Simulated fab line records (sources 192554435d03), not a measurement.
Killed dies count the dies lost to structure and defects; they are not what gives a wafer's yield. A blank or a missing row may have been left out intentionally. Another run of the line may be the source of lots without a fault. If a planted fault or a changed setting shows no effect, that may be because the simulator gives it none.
Matching of chambers + flow n5 finfet + 4 sister chambers for N5_BEOL_M9_STRIP_36 on rie diel-04
The step strips in N2/H2. 4 wafers are shown with their chamber, then 12 later ones without.

WAFERS PAIRED WITH THEIR CHAMBERS
| wafer  | chamber | showerhead plenum p Torr (Torr) |
|--------|---------|---------------------------------|
| L090.5 | 1       | 2.32                            |
| L091.2 | 0       | 2.49                            |
| L091.5 | 3       | 2.40                            |
| L091.6 | 2       | 2.56                            |

WAFERS MISSING THEIR CHAMBER
| wafer  | showerhead plenum p Torr (Torr) |
|--------|---------------------------------|
| L094.1 | 2.31                            |
| L094.4 | 2.49                            |
| L094.5 | 2.31                            |
| L092.4 | 2.31                            |
| L092.5 | 2.49                            |
| L092.6 | 2.56                            |
| L095.1 | 2.49                            |
| L095.3 | 2.31                            |
| L095.4 | 2.31                            |
| L097.2 | 2.55                            |
| L097.3 | 2.31                            |
| L097.5 | 2.48                            |

WHICH CHAMBER EACH ONE RAN IN
| wafer  | from the rows above | in truth |
|--------|---------------------|----------|
| L094.1 | 1                   | 1        |
| L094.4 | 0                   | 0        |
| L094.5 | 1                   | 1        |
| L092.4 | 1                   | 1        |
| L092.5 | 0                   | 0        |
| L092.6 | 2                   | 2        |
| L095.1 | 0                   | 0        |
| L095.3 | 1                   | 1        |
| L095.4 | 1                   | 1        |
| L097.2 | 2                   | 2        |
| L097.3 | 1                   | 1        |
| L097.5 | 0                   | 0        |
Correct placement for 12 of the 12. Number that these rows cannot place: 0. Number placed wrongly: 0.
How it was worked out, from the rows above alone: a wafer's distance from a chamber is the root of the sum, over the readings, of the square of ((its reading less the chamber's mean) divided by the reading's scatter). The wafer belongs to the nearest chamber; if the next one is less than 2 further off, it can't be placed. Each chamber's mean is taken over the wafers shown for it. The scatter: with one shown wafer a chamber, the root of the mean of the squares of how far each hidden wafer lies from its nearest shown one.
